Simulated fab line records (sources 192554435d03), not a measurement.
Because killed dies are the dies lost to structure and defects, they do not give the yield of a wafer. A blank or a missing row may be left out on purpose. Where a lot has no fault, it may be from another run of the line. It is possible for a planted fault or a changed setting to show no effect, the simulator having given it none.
Which tool did it?	flow n5-finfet	24 lots, 72 wafers sampled, at 6 steps of a route of 1938

== WHAT THE GAUGES SHOWED, per wafer ==
N5_BEOL_M9_INSPECT_58: inspects for defects (darkfield). Usual: raw-defect-count 68, standard deviation 21.
lot	measured	on	raw-defect-count	flag
L074	day 9 21:02	defect-inspect-02	55 53 62	
L075	day 10 15:51	defect-inspect-02	92 62 73	
L076	day 10 15:59	defect-inspect-02	86 78 68	
L079	day 11 03:59	defect-inspect-02	46 64 49	
L077	day 11 06:25	defect-inspect-01	40 37 48	
L078	day 11 08:30	defect-inspect-02	47 57 51	
L080	day 11 14:23	defect-inspect-01	90 63 77	
L081	day 11 23:02	defect-inspect-02	51 81 52	
L082	day 12 07:49	defect-inspect-01	64 101 79	
L083	day 12 17:45	defect-inspect-01	63 82 91	
L084	day 13 00:54	defect-inspect-01	73 46 55	
L086	day 13 03:43	defect-inspect-01	101 78 63	
L085	day 13 11:11	defect-inspect-02	67 73 53	
L088	day 13 11:32	defect-inspect-01	74 102 69	
L087	day 13 12:34	defect-inspect-01	93 90 110	
L089	day 14 04:35	defect-inspect-02	29 45 56	
L090	day 14 07:49	defect-inspect-01	76 55 82	
L092	day 14 14:02	defect-inspect-02	86 70 67	
L091	day 14 14:54	defect-inspect-01	58 78 55	
L093	day 14 21:20	defect-inspect-02	44 39 58	
L094	day 15 01:43	defect-inspect-02	40 40 60	
L096	day 15 15:23	defect-inspect-01	41 32 40	
L095	day 15 16:51	defect-inspect-01	39 78 95	
L097	day 16 00:14	defect-inspect-02	71 67 75	

N5_BEOL_M11_RS_MEAS_57: a four-point-probe measurement. Usual: for M11_RS the level is 0.1506 ohm/sq and the standard deviation is 0.0025.
lot	measured	on	M11_RS (ohm/sq)	flag
L074	day 10 12:02	film-metro-01	0.1500 0.1520 0.1459	
L075	day 11 07:04	film-metro-02	0.1526 0.1523 0.1546	
L076	day 11 06:08	film-metro-01	0.1450 0.1434 0.1466	
L079	day 11 17:55	film-metro-01	0.1500 0.1522 0.1480	
L077	day 11 22:44	film-metro-01	0.1512 0.1507 0.1506	
L078	day 12 01:20	film-metro-01	0.1501 0.1481 0.1501	
L080	day 12 06:46	film-metro-01	0.1533 0.1517 0.1494	
L081	day 12 16:56	film-metro-01	0.1516 0.1501 0.1534	
L082	day 13 00:27	film-metro-02	0.1557 0.1541 0.1527	
L083	day 13 06:36	film-metro-02	0.1509 0.1503 0.1510	
L084	day 13 17:57	film-metro-02	0.1478 0.1503 0.1516	
L086	day 13 20:13	film-metro-01	0.1471 0.1537 0.1505	
L085	day 14 03:35	film-metro-02	0.1476 0.1488 0.1519	
L088	day 14 04:01	film-metro-01	0.1535 0.1544 0.1515	
L087	day 14 04:59	film-metro-02	0.1521 0.1512 0.1489	
L089	day 14 22:38	film-metro-01	0.1508 0.1466 0.1454	
L090	day 14 21:35	film-metro-01	0.1508 0.1525 0.1503	
L092	day 15 08:41	film-metro-02	0.1481 0.1481 0.1466	
L091	day 15 07:21	film-metro-02	0.1469 0.1533 0.1478	
L093	day 15 14:07	film-metro-02	0.1497 0.1477 0.1467	
L094	day 15 16:53	film-metro-02	0.1540 0.1492 0.1492	
L096	day 16 10:11	film-metro-01	0.1514 0.1489 0.1491	
L095	day 16 10:12	film-metro-02	0.1507 0.1549 0.1512	
L097	day 16 19:50	film-metro-02	0.1555 0.1523 0.1493	

N5_BEOL_M12_THK_MEAS_01. Usual: for M12_ILD_THK the level is 658 nm and the standard deviation is 7.8.
lot	measured	on	M12_ILD_THK (nm)	flag
L074	day 10 12:14	film-metro-02	651 663 664	
L075	day 11 07:16	film-metro-01	659 652 669	
L076	day 11 06:20	film-metro-02	644 656 656	
L079	day 11 18:06	film-metro-01	646 654 653	
L077	day 11 22:56	film-metro-02	650 656 665	
L078	day 12 01:32	film-metro-01	662 660 665	
L080	day 12 06:58	film-metro-01	645 645 665	
L081	day 12 17:08	film-metro-01	651 656 661	
L082	day 13 00:38	film-metro-02	655 682 669	
L083	day 13 06:47	film-metro-02	660 661 666	
L084	day 13 18:09	film-metro-02	660 658 663	
L086	day 13 20:24	film-metro-01	651 661 659	
L085	day 14 03:47	film-metro-02	653 659 652	
L088	day 14 04:13	film-metro-01	659 670 668	
L087	day 14 05:11	film-metro-01	659 654 661	
L089	day 14 22:49	film-metro-02	658 660 676	
L090	day 14 21:47	film-metro-02	658 670 672	
L092	day 15 08:52	film-metro-02	660 666 676	
L091	day 15 07:32	film-metro-01	652 658 666	
L093	day 15 14:19	film-metro-02	661 673 662	
L094	day 15 17:04	film-metro-02	648 646 662	
L096	day 16 10:23	film-metro-01	644 667 655	
L095	day 16 10:23	film-metro-02	650 655 667	
L097	day 16 20:02	film-metro-01	655 656 662	

N5_BEOL_M12_OVL_MEAS_11. Usual: for V11_OVL the level is -1 nm and the standard deviation is 5.9.
lot	measured	on	V11_OVL (nm)	flag
L074	day 10 12:34	overlay-02	5 -6 -3	
L075	day 11 07:43	overlay-02	5 -4 -7	
L076	day 11 06:40	overlay-02	3 12 -1	
L079	day 11 18:34	overlay-01	-14 -1 -6	
L077	day 11 23:16	overlay-01	2 9 3	
L078	day 12 01:52	overlay-02	2 -4 5	
L080	day 12 07:18	overlay-01	6 1 5	
L081	day 12 17:35	overlay-02	-6 -1 -7	
L082	day 13 01:06	overlay-01	-2 3 0	
L083	day 13 07:15	overlay-02	6 5 4	
L084	day 13 18:29	overlay-01	2 1 -4	
L086	day 13 20:44	overlay-01	-4 -1 -5	
L085	day 14 04:14	overlay-01	-20 -5 -4	
L088	day 14 04:40	overlay-01	-1 -3 -4	
L087	day 14 05:31	overlay-01	-17 -5 -8	
L089	day 14 23:09	overlay-02	-2 -3 -7	
L090	day 14 22:07	overlay-01	1 0 14	
L092	day 15 09:13	overlay-02	-4 -10 -1	
L091	day 15 07:52	overlay-02	-9 -10 -6	
L093	day 15 14:39	overlay-02	-4 -4 -8	
L094	day 15 17:24	overlay-01	6 9 2	
L096	day 16 10:50	overlay-02	4 9 7	
L095	day 16 11:00	overlay-01	-11 -10 -14	
L097	day 16 20:32	overlay-02	-3 4 -3	

== WHICH TOOL RAN EACH LOT (tool, then ch and the chambers of the sampled wafers, then the start) ==
lot	N5_BEOL_M11_DEGAS_44	N5_BEOL_M11_CMP_52
L074	pvd-sputter-02, day 10 10:25	cmp-03 ch 0,1, day 10 11:37
L075	pvd-sputter-02, day 11 04:23	cmp-04 ch 0,2, day 11 06:41
L076	pvd-sputter-02, day 11 04:13	cmp-03 ch 0,1,3, day 11 05:41
L079	pvd-sputter-01, day 11 16:01	cmp-03 ch 0,3, day 11 17:29
L077	pvd-sputter-01, day 11 21:10	cmp-02 ch 0,1,3, day 11 22:23
L078	pvd-sputter-03, day 11 21:59	cmp-03 ch 1,2, day 12 00:55
L080	pvd-sputter-02, day 12 05:08	cmp-02 ch 1,2,3, day 12 06:21
L081	pvd-sputter-03, day 12 14:59	cmp-02 ch 1,3, day 12 16:34
L082	pvd-sputter-03, day 12 22:28	cmp-03 ch 0,3, day 13 00:02
L083	pvd-sputter-02, day 13 04:54	cmp-03 ch 0,1, day 13 06:13
L084	pvd-sputter-01, day 13 16:03	cmp-03 ch 0,2, day 13 17:32
L086	pvd-sputter-01, day 13 18:33	cmp-03 ch 0,2,3, day 13 19:47
L085	pvd-sputter-02, day 14 01:23	cmp-02 ch 0,3, day 14 03:10
L088	pvd-sputter-02, day 14 01:51	cmp-02 ch 0,1,3, day 14 03:40
L087	pvd-sputter-03, day 14 03:01	cmp-04 ch 0,2,3, day 14 04:34
L089	pvd-sputter-02, day 14 20:14	cmp-02 ch 1,2,3, day 14 22:14
L090	pvd-sputter-02, day 14 19:44	cmp-04 ch 1,2, day 14 21:10
L092	pvd-sputter-02, day 15 07:04	cmp-04 ch 0,1, day 15 08:16
L091	pvd-sputter-03, day 15 05:02	cmp-03 ch 1,3, day 15 06:58
L093	pvd-sputter-01, day 15 12:09	cmp-04 ch 0,1, day 15 13:42
L094	pvd-sputter-01, day 15 15:03	cmp-03 ch 0,2,3, day 15 16:29
L096	pvd-sputter-03, day 16 08:03	cmp-04 ch 2,3, day 16 09:46
L095	pvd-sputter-01, day 16 08:29	cmp-03 ch 0,1,3, day 16 09:49
L097	pvd-sputter-01, day 16 18:11	cmp-03 ch 1,2,3, day 16 19:25
- N5_BEOL_M11_DEGAS_44: time 60 s.
- N5_BEOL_M11_CMP_52: polishes, stops on SiCOH lowk, t overpolish 7 s, target thk 140 nm.

== AS READ BY THE TOOLS THEMSELVES (means over the sampled wafers that have a number; for cases with no such wafer, the mark the record gives instead) ==
N5_BEOL_M11_DEGAS_44. Usual: heater-power-w 319 W, standard deviation 30.
lot	tool	heater-power-w (W)	flag
L074	pvd-sputter-02	326	
L075	pvd-sputter-02	340	
L076	pvd-sputter-02	344	
L079	pvd-sputter-01	316	
L077	pvd-sputter-01	338	
L078	pvd-sputter-03	301	
L080	pvd-sputter-02	345	
L081	pvd-sputter-03	311	
L082	pvd-sputter-03	317	
L083	pvd-sputter-02	359	
L084	pvd-sputter-01	320	
L086	pvd-sputter-01	315	
L085	pvd-sputter-02	325	
L088	pvd-sputter-02	333	
L087	pvd-sputter-03	302	
L089	pvd-sputter-02	340	
L090	pvd-sputter-02	325	
L092	pvd-sputter-02	297	
L091	pvd-sputter-03	301	
L093	pvd-sputter-01	317	
L094	pvd-sputter-01	306	
L096	pvd-sputter-03	307	
L095	pvd-sputter-01	313	
L097	pvd-sputter-01	331	

N5_BEOL_M11_CMP_52. Usual: barrier-field-endpoint-s 29.1 s, standard deviation 0.85; motor-current-A 6.2 A, standard deviation 0.64; overpolish-run-s 7.000 s, standard deviation 0.0097; time-to-endpoint-s 67 s, standard deviation 3.5.
lot	tool	barrier-field-endpoint-s (s)	motor-current-A (A)	overpolish-run-s (s)	time-to-endpoint-s (s)	flag
L074	cmp-03	29.9	6.0	7.007	70	
L075	cmp-04	29.1	6.1	6.986	65	
L076	cmp-03	29.9	6.4	7.014	74	
L079	cmp-03	28.8	6.5	6.996	69	
L077	cmp-02	27.9	5.5	7.003	63	
L078	cmp-03	29.5	5.9	6.995	68	
L080	cmp-02	29.1	6.5	7.002	67	
L081	cmp-02	28.2	6.2	7.009	62	
L082	cmp-03	29.2	6.6	6.998	69	
L083	cmp-03	29.5	6.2	6.995	67	
L084	cmp-03	29.6	6.1	7.003	67	
L086	cmp-03	28.9	6.2	7.002	66	
L085	cmp-02	27.9	5.4	6.993	62	
L088	cmp-02	27.5	5.6	7.012	62	
L087	cmp-04	30.1	6.1	6.997	68	
L089	cmp-02	29.9	6.3	6.996	69	
L090	cmp-04	28.1	6.2	7.004	64	
L092	cmp-04	28.5	6.2	7.001	66	
L091	cmp-03	29.0	6.3	6.994	66	
L093	cmp-04	28.3	5.9	6.996	67	
L094	cmp-03	29.8	6.3	7.004	69	
L096	cmp-04	28.7	6.1	7.005	64	
L095	cmp-03	28.8	6.3	6.996	68	
L097	cmp-03	28.7	6.2	6.995	67	

== THE ANSWER, worked out from the rows above alone ==
Rule: lot off if the mean of its wafers having a number is beyond 3 standard deviations from the usual mean. A lot without any number at a reading at which 4 lots or more have one is off too. The other lots that the step has rows for count as sound. Order of review: gauges by route order, followed by the tools' own readings, for which a lot's mean as printed above is used. At the first step where some lot is off, the reading lying furthest off is the one used; lots without a number count as furthest.
No lot is off at any reading shown: from this, nothing can be told.

== WHAT HAD BEEN PUT IN BY THE SIMULATOR ==
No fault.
